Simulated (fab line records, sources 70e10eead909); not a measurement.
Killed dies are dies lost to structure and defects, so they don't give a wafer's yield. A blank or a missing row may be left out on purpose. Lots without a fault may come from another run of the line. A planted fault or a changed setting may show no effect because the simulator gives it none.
A sampling plan put to the test | flow nand_harc | one fab line, 15 faults that these records tell of, each judged on the records of the lots that it struck
The plan is the line's own looks: the steps of the route at which a gauge or an inspection reads the wafer and doesn't change it. A look can be judged if struck wafers have a number there and the file gives its usual mean and standard deviation on fault-free wafers. Caught: at a look after the fault's first step, the mean of the struck wafers lies 4 or more of those standard deviations (sigma) from the usual mean. On the tool: the same test on the tool's own readings at the fault's steps. Another recipe on the struck wafers, or a record that is blank for them alone, also counts as caught.

THE FAULTS, as the simulator had put them in
1. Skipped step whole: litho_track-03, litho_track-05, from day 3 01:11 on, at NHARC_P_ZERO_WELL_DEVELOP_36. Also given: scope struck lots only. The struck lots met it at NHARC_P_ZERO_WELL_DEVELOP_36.
2. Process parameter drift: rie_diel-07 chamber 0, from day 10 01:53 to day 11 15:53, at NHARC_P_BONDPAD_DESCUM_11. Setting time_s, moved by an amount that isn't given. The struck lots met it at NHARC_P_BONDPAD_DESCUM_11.
3. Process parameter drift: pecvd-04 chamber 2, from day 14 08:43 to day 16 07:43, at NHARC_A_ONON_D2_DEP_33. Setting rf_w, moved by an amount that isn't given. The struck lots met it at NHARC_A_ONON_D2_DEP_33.
4. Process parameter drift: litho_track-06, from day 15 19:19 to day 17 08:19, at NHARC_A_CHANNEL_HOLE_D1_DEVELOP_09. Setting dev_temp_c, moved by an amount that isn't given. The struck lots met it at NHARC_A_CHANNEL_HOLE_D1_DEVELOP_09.
5. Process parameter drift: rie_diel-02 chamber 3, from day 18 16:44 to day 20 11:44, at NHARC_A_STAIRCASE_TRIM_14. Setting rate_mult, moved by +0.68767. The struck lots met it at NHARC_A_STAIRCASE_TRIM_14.
6. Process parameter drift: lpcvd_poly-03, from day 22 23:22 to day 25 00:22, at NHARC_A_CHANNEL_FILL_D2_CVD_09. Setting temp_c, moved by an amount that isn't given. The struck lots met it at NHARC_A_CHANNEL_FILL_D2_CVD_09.
7. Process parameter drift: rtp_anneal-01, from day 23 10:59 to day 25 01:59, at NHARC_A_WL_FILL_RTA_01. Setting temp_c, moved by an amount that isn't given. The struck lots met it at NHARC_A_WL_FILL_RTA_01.
8. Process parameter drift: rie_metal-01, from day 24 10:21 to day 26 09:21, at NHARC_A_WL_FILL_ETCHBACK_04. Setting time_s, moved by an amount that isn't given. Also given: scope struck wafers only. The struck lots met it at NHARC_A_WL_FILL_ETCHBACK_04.
9. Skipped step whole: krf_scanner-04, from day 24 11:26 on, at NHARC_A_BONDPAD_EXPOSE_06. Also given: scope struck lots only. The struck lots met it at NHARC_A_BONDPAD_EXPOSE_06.
10. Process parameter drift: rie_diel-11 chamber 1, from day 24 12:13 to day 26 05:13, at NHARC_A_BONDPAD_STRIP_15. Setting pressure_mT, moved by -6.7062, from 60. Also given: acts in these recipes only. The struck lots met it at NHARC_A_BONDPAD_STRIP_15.
11. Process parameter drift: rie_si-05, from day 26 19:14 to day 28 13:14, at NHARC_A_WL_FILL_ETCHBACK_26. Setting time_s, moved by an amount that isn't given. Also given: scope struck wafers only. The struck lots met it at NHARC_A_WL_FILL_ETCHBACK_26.
12. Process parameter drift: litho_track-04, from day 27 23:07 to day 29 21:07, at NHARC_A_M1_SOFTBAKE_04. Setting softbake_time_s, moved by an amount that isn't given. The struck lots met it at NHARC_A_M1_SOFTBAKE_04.
13. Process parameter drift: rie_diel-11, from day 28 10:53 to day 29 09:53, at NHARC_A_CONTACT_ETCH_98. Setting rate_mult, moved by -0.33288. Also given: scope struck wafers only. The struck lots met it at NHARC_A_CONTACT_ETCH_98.
14. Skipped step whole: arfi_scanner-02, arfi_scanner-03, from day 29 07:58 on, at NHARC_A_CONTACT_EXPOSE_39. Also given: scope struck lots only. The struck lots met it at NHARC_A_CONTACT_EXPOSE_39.
15. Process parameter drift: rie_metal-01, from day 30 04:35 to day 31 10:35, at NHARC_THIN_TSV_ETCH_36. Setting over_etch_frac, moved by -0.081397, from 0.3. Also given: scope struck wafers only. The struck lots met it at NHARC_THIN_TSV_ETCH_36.

WHAT THE PLAN SAW
fault | on the tool itself                               | first look that catches it                      | reading, sigma      | median hours from its first step to that look | hours from the fault's start to the first struck lot there | judged looks passed uncaught
1     | the tool's record is blank for the struck wafers | not the one look that can be judged after it    | -                   | -                                             | -                                                          | 1
2     | run_length_s +6.3 sigma                          | not the one look that can be judged after it    | -                   | -                                             | -                                                          | 1
3     | rf_fwd_power_W +34 sigma                         | not the one look that can be judged after it    | -                   | -                                             | -                                                          | 1
4     | developer_temp_C -9.0 sigma                      | no look after it can be judged                  | -                   | -                                             | -                                                          | 0
5     | oes_product_au +42 sigma                         | NHARC_END_SORT_01                               | killed_at_array +23 | 208.4                                         | 221                                                        | 0
6     | tube_center_temp_C -99 or beyond sigma           | no look after it can be judged                  | -                   | -                                             | -                                                          | 0
7     | wafer_temp_C_max -16 sigma                       | no look after it can be judged                  | -                   | -                                             | -                                                          | 0
8     | run_length_s +69 sigma                           | no look after it can be judged                  | -                   | -                                             | -                                                          | 0
9     | no reading that can be judged                    | no look after it can be judged                  | -                   | -                                             | -                                                          | 0
10    | chamber_pressure_mTorr -99 or beyond sigma       | no look after it can be judged                  | -                   | -                                             | -                                                          | 0
11    | run_length_s -8.0 sigma                          | not the one look that can be judged after it    | -                   | -                                             | -                                                          | 1
12    | heater_power_total_W +99 or beyond sigma         | none of the 2 looks that can be judged after it | -                   | -                                             | -                                                          | 2
13    | oes_product_au -7.9 sigma                        | NHARC_END_SORT_01                               | killed_dies +13     | 47.1                                          | 63                                                         | 0
14    | no reading that can be judged                    | no look after it can be judged                  | -                   | -                                             | -                                                          | 0
15    | under 2 sigma                                    | no look after it can be judged                  | -                   | -                                             | -                                                          | 0
A dash: the fault isn't caught, or these records don't give the number.

Caught at a look: 2 of 15. Caught on the tool: 12 of 15. By one or the other: 12 of 15.
Caught on the tool alone: faults 1, 2, 3, 4, 6, 7, 8, 10, 11, 12.
Caught by neither: faults 9, 14, 15.

THINNER SAMPLING
If the look that catches a fault measured only every second or every third lot, by lot number, the first struck lot would be measured this late in the worst case:
fault | struck lots at that look, in order of time | every lot | every second lot | every third lot
5     | L306, L308                                 | 221 h     | may miss all 2   | may miss all 2
13    | L605                                       | 63 h      | may miss it      | may miss it
Hours are from the fault's start to the first struck lot that is measured. The limit of 4 sigma was tested on all struck wafers together, so one lot alone may lie under it. Other struck lots may not be in these records.

THE LONGEST TIMED WAY FROM STEP TO LOOK
Fault 5: a median of 208.4 hours passes between NHARC_A_STAIRCASE_TRIM_14 and NHARC_END_SORT_01. No look between them can be judged.
